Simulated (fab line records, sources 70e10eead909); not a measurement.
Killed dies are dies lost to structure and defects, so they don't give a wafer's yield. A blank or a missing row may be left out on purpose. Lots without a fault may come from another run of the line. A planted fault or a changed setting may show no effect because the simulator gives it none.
fab line records | flow nand_harc | part 1 of 2: steps 1 to 29 of 42
record lots=5 wafers=15 last_day=25
route steps=1159 shown P_STI@70 P_GATE@110
lots that met no fault: from a run of the same line without faults
start_h: hours from the record's first day to the start of the lot's first wafer shown | wait_h: hours since the lot's step before | " the same as in the row above | L1.1+2: a row that stands for several wafers | - no value, or no start given | * or withheld: withheld | < > ~ a bound
route shown NAME@n: a module of which the file shows steps, and the number in the route of the first | usual: mean/standard deviation of fault-free wafers | same: alike in all rows | chamber/n: place in a boat | sites: the reading at each site | _std_site: their standard deviation | _edge_site: outer sites' mean less inner sites' | radius_mm: how far each site lies from the wafer's centre | mask NAME#n: copy n | behind: the tool/chamber that last shaped the wafer | hold: why the lot was held/for how many hours/how that ended | device: the transistor (n, p or np) that didn't switch | end of line: the same wafers' tests at the end of the route | a step without rows: its recipe alone | killed: dies lost to structure and defects at the first sort, not the wafer's yield | map: a wafer's dies, x killed, . not, _ none there
set.NAME: the setting as run; set.NAME@STEP: as run at that earlier step | model.NAME: the simulator's own value behind a step, which no gauge read
lots at some steps of the route; a table a step, a row a wafer
services: from which hour (start_h, from the record's first day; less than 0 if before it) a tool's chamber was out of use, for how many hours, and why
## steps
# step NHARC_P_STI_PRECLEAN_27
# recipe time_s=* temp_c=50 bath_age_min=0 chemistry=SC1
# usual bath_guard_temp_C=50.1/0.52
# columns lot.wafer tool chamber start_h wait_h bath_guard_temp_C
L086.4 wet_bench-01 4 91.70 0.0 49.7
L086.2 " 5 " " 50.7
L086.6 " 6 " " 50.0
L092.6 wet_bench-07 5 127.49 0.1 49.8
L092.2 " 6 " " 50.0
L092.5 " 7 " " 50.7
L094.4 wet_bench-04 5 139.74 0.0 50.1
L094.5 " 7 " " 50.1
L094.2 " 0 " " 50.9
L095.2 wet_bench-04 5 145.59 0.0 50.1
L095.4 " 7 " " 49.7
L095.1 " 0 " " 51.2
L097.6 wet_bench-01 4 157.57 0.1 49.3
L097.5 " 0 " " 50.9
L097.2 " 1 " " 49.9
# step NHARC_P_STI_SRD_28
# columns lot.wafer tool chamber start_h wait_h
L086.4+2+6 wet_bench-01 4,5,6 - -
L092.6+2+5 wet_bench-07 5,6,7 - -
L094.4+5+2 wet_bench-04 5,7,0 - -
L095.2+4+1 wet_bench-04 5,7,0 - -
L097.6+5+2 wet_bench-01 4,0,1 - -
# step NHARC_P_STI_OXIDE_29
# recipe target_thk_a=100 temp_c=900 ox_time_s=1362 material=SiO2
# usual tube_center_temp_C=900/0.083
# columns lot.wafer tool chamber start_h wait_h tube_center_temp_C
L086.2 furnace-03 0 93.57 - 900.02
L086.4 " 0 " " 900.08
L086.6 " 0 " " 899.93
L092.2 furnace-07 0 132.61 - 899.93
L092.5 " 0 " " 899.93
L092.6 " 0 " " 899.93
L094.2 furnace-03 0 143.61 - 899.97
L094.4 " 0 " " 899.97
L094.5 " 0 " " 900.06
L095.1 furnace-03 0 149.46 - 899.98
L095.2 " 0 " " 899.87
L095.4 " 0 " " 899.85
L097.2 furnace-07 0 165.66 - 899.88
L097.5 " 0 " " 900.18
L097.6 " 0 " " 900.07
# step NHARC_P_STI_HM_DEP_30
# recipe target_thk_a=800 temp_c=790 pressure_mtorr=300 time_s=873 material=Si3N4
# columns lot.wafer tool chamber start_h wait_h
L086.2+4+6 lpcvd-02 1 100.85 3.6
L092.2+5+6 lpcvd-01 0 139.88 3.6
L094.2+4+5 lpcvd-02 1 150.83 3.6
L095.1+2+4 lpcvd-01 0 156.74 3.6
L097.2+5+6 lpcvd-01 1 172.96 3.6
# step NHARC_P_STI_DEHYDRATE_01
# recipe temp_c=150 time_s=120
# columns lot.wafer tool chamber start_h wait_h
L086.2+4+6 litho_track-05 0 104.53 0.4
L092.2+5+6 litho_track-05 0 143.60 0.4
L094.2+4+5 litho_track-07 0 154.52 0.4
L095.1+2+4 litho_track-02 0 160.39 0.4
L097.2+5+6 litho_track-07 0 176.62 0.4
# step NHARC_P_STI_HMDS_02
# recipe time_s=30
# columns lot.wafer tool chamber start_h wait_h
L086.2+4+6 litho_track-05 0 - -
L092.2+5+6 litho_track-05 0 - -
L094.2+4+5 litho_track-07 0 - -
L095.1+2+4 litho_track-02 0 - -
L097.2+5+6 litho_track-07 0 - -
# step NHARC_P_STI_COAT_41
# recipe temp_c=200 time_s=65
# columns lot.wafer tool chamber start_h wait_h
L086.2+4+6 litho_track-05 0 - -
L092.2+5+6 litho_track-05 0 - -
L094.2+4+5 litho_track-07 0 - -
L095.1+2+4 litho_track-02 0 - -
L097.2+5+6 litho_track-07 0 - -
# step NHARC_P_STI_COAT_03
# recipe spin_rpm=2000 resist_thk_nm=600
# columns lot.wafer tool chamber start_h wait_h
L086.2+4+6 litho_track-05 0 - -
L092.2+5+6 litho_track-05 0 - -
L094.2+4+5 litho_track-07 0 - -
L095.1+2+4 litho_track-02 0 - -
L097.2+5+6 litho_track-07 0 - -
# step NHARC_P_STI_SOFTBAKE_04
# recipe temp_c=125 time_s=70
# columns lot.wafer tool chamber start_h wait_h
L086.2+4+6 litho_track-05 0 - -
L092.2+5+6 litho_track-05 0 - -
L094.2+4+5 litho_track-07 0 - -
L095.1+2+4 litho_track-02 0 - -
L097.2+5+6 litho_track-07 0 - -
# step NHARC_P_STI_EBR_05
# columns lot.wafer tool chamber start_h wait_h
L086.2+4+6 litho_track-05 0 - -
L092.2+5+6 litho_track-05 0 - -
L094.2+4+5 litho_track-07 0 - -
L095.1+2+4 litho_track-02 0 - -
L097.2+5+6 litho_track-07 0 - -
# step NHARC_P_STI_EXPOSE_06
# recipe na=0.55 target_cd_nm=200 dose_mj=37.69 mask_id=P_STI
# usual focus_offset_nm=0.2/0.58
# columns lot.wafer tool chamber start_h wait_h mask focus_offset_nm
L086.2 krf_scanner-04 0 104.83 - P_STI#0 0.5
L086.4 " 0 " " P_STI#0 0.2
L086.6 " 0 " " P_STI#0 0.5
L092.2 krf_scanner-04 0 143.77 - P_STI#0 0.9
L092.5 " 0 " " P_STI#0 0.9
L092.6 " 0 " " P_STI#0 0.1
L094.2 krf_scanner-03 0 154.81 - P_STI#0 -0.2
L094.4 " 0 " " P_STI#0 -0.7
L094.5 " 0 " " P_STI#0 -0.1
L095.1 krf_scanner-04 0 160.68 - P_STI#0 1.6
L095.2 " 0 " " P_STI#0 1.6
L095.4 " 0 " " P_STI#0 1.0
L097.2 krf_scanner-01 0 176.91 - P_STI#0 -0.1
L097.5 " 0 " " P_STI#0 0.5
L097.6 " 0 " " P_STI#0 -0.1
# step NHARC_P_STI_PEB_07
# recipe peb_temp_c=128 peb_time_s=80
# columns lot.wafer tool chamber start_h wait_h
L086.2+4+6 litho_track-05 0 104.89 0.1
L092.2+5+6 litho_track-05 0 143.83 0.1
L094.2+4+5 litho_track-02 0 154.87 0.1
L095.1+2+4 litho_track-05 0 160.75 0.1
L097.2+5+6 litho_track-05 0 176.97 0.1
# step NHARC_P_STI_DEVELOP_08
# recipe time_s=50 dev_temp_c=22
# columns lot.wafer tool chamber start_h wait_h
L086.2+4+6 litho_track-05 0 - -
L092.2+5+6 litho_track-05 0 - -
L094.2+4+5 litho_track-02 0 - -
L095.1+2+4 litho_track-05 0 - -
L097.2+5+6 litho_track-05 0 - -
# step NHARC_P_STI_CD_MEAS_09
# recipe target_cd_nm=200 landing_energy_ev=500
# usual cd_nm=198.5/2.9
# columns lot.wafer tool chamber start_h wait_h cd_nm
L086.2 cd_sem-03 0 104.98 - 197.6
L086.4 " 0 " " 197.0
L086.6 " 0 " " 197.4
L092.2 cd_sem-03 0 143.92 - 194.3
L092.5 " 0 " " 196.9
L092.6 " 0 " " 200.1
L094.2 cd_sem-03 0 154.96 - 202.1
L094.4 " 0 " " 200.0
L094.5 " 0 " " 199.1
L095.1 cd_sem-01 0 160.84 - 194.5
L095.2 " 0 " " 195.3
L095.4 " 0 " " 195.2
L097.2 cd_sem-01 0 177.06 - 200.1
L097.5 " 0 " " 200.1
L097.6 " 0 " " 196.3
# step NHARC_P_STI_OVL_MEAS_10
# usual overlay_x_nm=0/6.8 overlay_y_nm=1/5.4
# columns lot.wafer tool chamber start_h wait_h overlay_x_nm overlay_y_nm
L086.2 overlay-01 - 105.06 - 1 -3
L086.4 " - " " 1 -3
L086.6 " - " " 1 -3
L092.2 overlay-01 - 144.00 - -11 5
L092.5 " - " " -11 5
L092.6 " - " " -11 5
L094.2 overlay-02 - 155.04 - -9 5
L094.4 " - " " -9 6
L094.5 " - " " -9 5
L095.1 overlay-01 - 160.92 - 3 -9
L095.2 " - " " 3 -10
L095.4 " - " " 4 -10
L097.2 overlay-02 - 177.15 - -4 -1
L097.5 " - " " -4 -1
L097.6 " - " " -4 -1
# step NHARC_P_STI_INSPECT_11
# usual raw_defect_count=5.3/2.8
# columns lot.wafer tool chamber start_h wait_h raw_defect_count
L086.2 defect_inspect-02 - 105.10 0.0 5
L086.4 " - " " 8
L086.6 " - " " 1
L092.2 defect_inspect-02 - 144.04 0.0 8
L092.5 " - " " 8
L092.6 " - " " 10
L094.2 defect_inspect-02 - 155.08 0.0 5
L094.4 " - " " 6
L094.5 " - " " 3
L095.1 defect_inspect-02 - 160.96 0.0 5
L095.2 " - " " 8
L095.4 " - " " 8
L097.2 defect_inspect-02 - 177.20 0.1 4
L097.5 " - " " 7
L097.6 " - " " 4
# step NHARC_P_STI_HARDBAKE_13
# recipe temp_c=118 time_s=65
# columns lot.wafer tool chamber start_h wait_h
L086.2+4+6 litho_track-07 0 105.16 0.1
L092.2+5+6 litho_track-02 0 144.10 0.1
L094.2+4+5 litho_track-05 0 155.14 0.1
L095.1+2+4 litho_track-05 0 161.02 0.1
L097.2+5+6 litho_track-05 0 177.26 0.1
# step NHARC_P_STI_DESCUM_14
# recipe time_s=3 o2_flow_sccm=200 ar_flow_sccm=0 bias_power_w=0 chemistry=O2
# usual drypump_motor_current_A=5.6/0.54 oes_product_au=0.996/0.013 rf_vpp_V=57.8/0.84 showerhead_plenum_p_Torr=1.91/0.08 throttle_valve_pct=11.312/0.0088
# columns lot.wafer tool chamber start_h wait_h drypump_motor_current_A oes_product_au rf_hours_counter_h rf_vpp_V showerhead_plenum_p_Torr throttle_valve_pct
L086.4 rie_diel-12 2 105.24 - 4.7 1.002 2.1 58.0 1.90 11.312
L086.2 " 0 " " 5.1 1.018 1.9 57.0 1.98 11.303
L086.6 " 1 " " 5.2 0.997 - 57.4 2.01 11.319
L092.2 rie_diel-03 0 144.18 - 4.8 1.007 2.2 58.1 1.80 11.314
L092.6 " 3 " " 6.8 1.020 - 57.1 1.84 11.303
L092.5 " 0 " " 4.8 1.003 - 57.2 1.80 11.315
L094.2 rie_diel-08 3 155.21 - 5.7 1.002 1.2 57.8 1.93 11.306
L094.4 " 1 " " 5.8 0.994 1.5 57.7 1.81 11.315
L094.5 " 3 " " 5.7 1.000 - 59.1 1.93 11.307
L095.2 rie_diel-12 0 161.09 - 5.1 1.017 3.2 59.4 1.98 11.315
L095.4 " 2 " " 4.7 0.995 3.3 58.3 1.90 11.301
L095.1 " 3 " " 6.2 0.989 3.3 58.4 2.07 11.302
L097.2 rie_diel-08 1 177.36 - 5.7 0.981 2.7 56.9 1.81 11.315
L097.6 " 2 " " 5.8 0.983 - 57.7 1.84 11.304
L097.5 " 3 " " 5.7 0.994 - 57.5 1.93 11.312
# step NHARC_P_STI_ETCH_42
# recipe target_depth_a=800 overetch_a=240 time_s=61 ion_energy_ev=200 n2_flow_sccm=150 h2_flow_sccm=150 ar_flow_sccm=0 rf_w=400 bias_w=150 chemistry=N2/H2
# usual bias_w=150.0/0.4 drypump_motor_current_A=5.6/0.52 oes_product_au=0.997/0.012 rf_vpp_V=430.5/2.4 showerhead_plenum_p_Torr=2.04/0.085 throttle_valve_pct=14.172/0.0095
# columns lot.wafer tool chamber start_h wait_h bias_w drypump_motor_current_A oes_product_au rf_hours_counter_h rf_vpp_V showerhead_plenum_p_Torr throttle_valve_pct
L086.2 rie_diel-12 1 105.32 0.1 150.1 5.2 0.993 1.9 431.0 2.14 14.174
L086.4 " 2 " " 150.3 4.7 1.001 2.1 430.3 2.03 14.162
L086.6 " 0 " " 149.3 5.1 1.007 - 432.3 2.11 14.149
L092.2 rie_diel-03 2 144.27 0.1 149.8 6.0 1.003 3.6 429.5 2.04 14.179
L092.5 " 0 " " 150.7 4.8 1.002 - 426.4 1.91 14.195
L092.6 " 1 " " 149.8 5.4 1.006 - 430.1 2.04 14.167
L094.4 rie_diel-08 3 155.31 0.1 149.8 5.7 0.985 1.2 431.1 2.06 14.175
L094.2 " 1 " " 149.5 5.8 0.990 1.5 427.3 1.92 14.177
L094.5 " 3 " " 149.3 5.7 0.996 - 430.8 2.06 14.165
L095.4 rie_diel-12 1 161.18 0.1 150.6 5.2 0.984 3.1 433.9 2.14 14.179
L095.1 " 2 " " 149.8 4.7 1.005 3.3 430.4 2.03 14.166
L095.2 " 0 " " 150.1 5.1 1.017 3.2 431.2 2.11 14.172
L097.2 rie_diel-08 3 177.43 0.1 150.0 5.7 1.005 2.5 431.8 2.06 14.170
L097.6 " 2 " " 150.1 5.7 0.992 - 427.9 1.96 14.180
L097.5 " 3 " " 150.4 5.7 1.005 - 430.8 2.06 14.173
# step NHARC_P_STI_ETCH_31
# recipe target_depth_a=1089 time_s=54.5 cf4_flow_sccm=100 chf3_flow_sccm=30 ar_flow_sccm=0 rf_w=500 bias_w=200 chemistry=CF4/CHF3
# usual bias_w=199.9/0.57 cf4_flow_sccm=99.95/0.29 drypump_motor_current_A=5.6/0.54 oes_product_au=0.959/0.019 rf_vpp_V=370.4/2.2 showerhead_plenum_p_Torr=1.57/0.062 throttle_valve_pct=16.802/0.01
# columns lot.wafer tool chamber start_h wait_h bias_w cf4_flow_sccm drypump_motor_current_A oes_product_au rf_hours_counter_h rf_vpp_V showerhead_plenum_p_Torr throttle_valve_pct
L086.2 rie_diel-12 1 - - 200.3 100.17 5.2 0.957 1.9 372.3 1.65 16.819
L086.4 " 2 " " 200.0 100.37 4.7 0.969 2.1 369.8 1.56 16.786
L086.6 " 3 " " 199.5 99.97 6.2 0.969 - 375.0 1.70 16.798
L092.2 rie_diel-03 2 - - 200.6 99.75 6.0 0.987 3.7 369.3 1.58 16.818
L092.6 " 3 " " 199.8 99.88 6.8 0.970 - 369.4 1.52 16.794
L092.5 " 0 " " 199.8 99.83 4.8 0.971 - 367.8 1.48 16.806
L094.2 rie_diel-08 3 - - 199.5 100.14 5.7 0.952 1.2 372.4 1.59 16.802
L094.4 " 0 " " 199.9 99.59 5.9 0.937 1.6 370.3 1.58 16.784
L094.5 " 3 " " 198.8 99.95 5.7 0.961 - 370.6 1.59 16.812
L095.4 rie_diel-12 1 - - 201.3 99.82 5.2 0.912 3.1 373.3 1.65 16.801
L095.1 " 2 " " 200.0 99.72 4.7 0.918 3.3 371.3 1.56 16.819
L095.2 " 3 " " 200.0 99.84 6.2 0.914 3.3 373.8 1.70 16.800
L097.2 rie_diel-08 1 - - 198.8 100.06 5.7 0.951 2.7 367.6 1.49 16.826
L097.5 " 0 " " 199.0 100.22 5.8 0.953 - 371.1 1.58 16.787
L097.6 " 1 " " 199.7 99.71 5.7 0.957 - 368.4 1.49 16.799
# step NHARC_P_STI_ETCH_15
# recipe target_depth_a=3000 taper_deg=4 time_s=100.1 hbr_flow_sccm=150 cl2_flow_sccm=50 rf_w=400 icp_w=400 bias_w=100 chemistry=HBr/Cl2
# usual bias_w=100.00/0.29 drypump_motor_current_A=5.7/0.49 oes_product_au=0.999/0.016 throttle_valve_pct=26.405/0.0081
# columns lot.wafer tool chamber start_h wait_h bias_w drypump_motor_current_A oes_product_au rf_hours_counter_h throttle_valve_pct
L086.2 rie_si-05 2 105.51 - 99.55 5.8 0.997 0.2 26.418
L086.4 " 3 " " 99.91 5.6 0.970 0.3 26.401
L086.6 " 3 " " 99.62 5.6 0.958 - 26.408
L092.2 rie_si-02 2 144.46 - 100.03 5.7 1.008 0.7 26.408
L092.6 " 1 " " 99.63 6.3 0.991 - 26.400
L092.5 " 2 " " 100.41 5.7 0.999 - 26.410
L094.2 rie_si-02 2 155.49 - 100.50 5.7 1.000 0.9 26.388
L094.4 " 3 " " 99.56 4.8 1.014 0.9 26.402
L094.5 " 3 " " 99.40 4.8 1.011 - 26.404
L095.2 rie_si-02 3 161.37 - 100.13 4.7 1.027 1.0 26.395
L095.4 " 0 " " 100.32 5.3 1.002 0.9 26.414
L095.1 " 1 " " 100.27 6.3 0.999 0.9 26.400
L097.2 rie_si-04 3 177.61 - 99.94 5.3 0.989 0.6 26.405
L097.6 " 3 " " 99.98 5.3 0.988 - 26.400
L097.5 " 0 " " 100.34 5.8 0.985 - 26.395
# step NHARC_P_STI_CD_MEAS_16
# usual cd_nm=198/3.2
# columns lot.wafer tool chamber start_h wait_h cd_nm
L086.2 cd_sem-02 - 105.67 - 197
L086.4 " - " " 198
L086.6 " - " " 197
L092.2 cd_sem-01 - 144.61 - 192
L092.5 " - " " 197
L092.6 " - " " 199
L094.2 cd_sem-03 - 155.65 - 205
L094.4 " - " " 201
L094.5 " - " " 203
L095.1 cd_sem-02 - 161.53 - 194
L095.2 " - " " 194
L095.4 " - " " 194
L097.2 cd_sem-02 - 177.79 - 202
L097.5 " - " " 203
L097.6 " - " " 194
# step NHARC_P_STI_OCD_MEAS_17
# usual trench_depth_nm=300/7.2 trench_foot_cd_nm=157/3
# columns lot.wafer tool chamber start_h wait_h trench_depth_nm trench_foot_cd_nm
L086.2 ocd-01 - 105.76 0.1 300 155
L086.4 " - " " 286 157
L086.6 " - " " 281 158
L092.2 ocd-01 - 144.70 0.1 304 152
L092.5 " - " " 305 154
L092.6 " - " " 299 158
L094.2 ocd-01 - 155.74 0.1 305 159
L094.4 " - " " 307 157
L094.5 " - " " 308 156
L095.1 ocd-02 - 161.62 0.1 302 153
L095.2 " - " " 311 151
L095.4 " - " " 302 153
L097.2 ocd-01 - 177.87 0.1 294 159
L097.5 " - " " 294 158
L097.6 " - " " 294 155
# step NHARC_P_STI_STRIP_19
# recipe time_s=900 temp_c=130 chemistry=SPM
# usual bath_guard_temp_C=130.1/0.51
# columns lot.wafer tool chamber start_h wait_h bath_guard_temp_C
L086.2 wet_bench-01 1 105.82 0.1 130.0
L086.4 " 2 " " 130.7
L086.6 " 3 " " 129.7
L092.2 wet_bench-01 3 144.77 0.1 129.7
L092.5 " 4 " " 129.3
L092.6 " 6 " " 130.1
L094.2 wet_bench-04 1 155.80 0.1 129.8
L094.4 " 2 " " 130.4
L094.5 " 3 " " 129.0
L095.1 wet_bench-04 7 161.68 0.1 130.0
L095.4 " 1 " " 129.8
L095.2 " 3 " " 128.9
L097.2 wet_bench-04 6 177.94 0.1 130.1
L097.6 " 7 " " 129.8
L097.5 " 1 " " 129.9
# step NHARC_P_STI_PRECLEAN_32
# recipe time_s=* temp_c=50 bath_age_min=0 chemistry=SC1
# usual bath_guard_temp_C=50.1/0.54
# columns lot.wafer tool chamber start_h wait_h bath_guard_temp_C
L086.2 wet_bench-01 1 - - 50.5
L086.4 " 2 " " 50.9
L086.6 " 3 " " 49.6
L092.2 wet_bench-01 3 - - 50.1
L092.5 " 4 " " 49.3
L092.6 " 6 " " 50.1
L094.2 wet_bench-04 1 - - 50.0
L094.4 " 2 " " 50.5
L094.5 " 3 " " 48.9
L095.1 wet_bench-04 7 - - 50.0
L095.4 " 1 " " 50.3
L095.2 " 3 " " 49.1
L097.2 wet_bench-04 6 - - 49.9
L097.6 " 7 " " 50.0
L097.5 " 1 " " 50.0
# step NHARC_P_STI_SRD_23
# columns lot.wafer tool chamber start_h wait_h
L086.2+4+6 wet_bench-01 1,2,3 - -
L092.2+5+6 wet_bench-01 3,4,6 - -
L094.2+4+5 wet_bench-04 1,2,3 - -
L095.1+4+2 wet_bench-04 7,1,3 - -
L097.2+6+5 wet_bench-04 6,7,1 - -
# step NHARC_P_STI_OCD_MEAS_43
# usual trench_depth_nm=300/7.2 trench_foot_cd_nm=157/3.1
# columns lot.wafer tool chamber start_h wait_h trench_depth_nm trench_foot_cd_nm
L086.2 ocd-01 - 106.27 - 300 155
L086.4 " - " " 286 157
L086.6 " - " " 281 158
L092.2 ocd-02 - 145.21 - 304 151
L092.5 " - " " 305 155
L092.6 " - " " 299 158
L094.2 ocd-02 - 156.25 - 305 159
L094.4 " - " " 307 157
L094.5 " - " " 308 156
L095.1 ocd-01 - 162.13 - 302 152
L095.2 " - " " 311 152
L095.4 " - " " 302 153
L097.2 ocd-01 - 178.38 - 294 159
L097.5 " - " " 294 159
L097.6 " - " " 294 155
# step NHARC_P_STI_OXIDE_33
# recipe target_thk_a=100 temp_c=1000 ox_time_s=281 material=SiO2
# usual tube_center_temp_C=1000/0.094
# columns lot.wafer tool chamber start_h wait_h tube_center_temp_C
L086.2 furnace-06 0 110.24 4.0 999.91
L086.4 " 0 " " 1000.1
L086.6 " 0 " " 1000.1
L092.2 furnace-07 0 148.92 3.7 1000
L092.5 " 0 " " 999.88
L092.6 " 0 " " 1000
L094.2 furnace-03 0 161.40 5.2 1000
L094.4 " 0 " " 999.91
L094.5 " 0 " " 1000
L095.1 furnace-07 0 169.36 7.2 999.96
L095.2 " 0 " " 1000
L095.4 " 0 " " 1000.1
L097.2 furnace-06 0 182.02 3.6 1000
L097.5 " 0 " " 999.89
L097.6 " 0 " " 1000
# step NHARC_P_STI_HDPCVD_20
# recipe target_thk_a=withheld sigma_open_frac=withheld material=SiO2
# columns lot.wafer tool chamber start_h wait_h
L086.2+4+6 hdpcvd-01 0,1,0 124.08 9.5
L092.2+5+6 hdpcvd-01 0,0,1 153.60 0.4
L094.2+4+5 hdpcvd-01 0 166.13 0.4
L095.2+1+4 hdpcvd-01 1,0,1 174.11 0.4
L097.2+5+6 hdpcvd-01 1,0,1 186.78 0.5
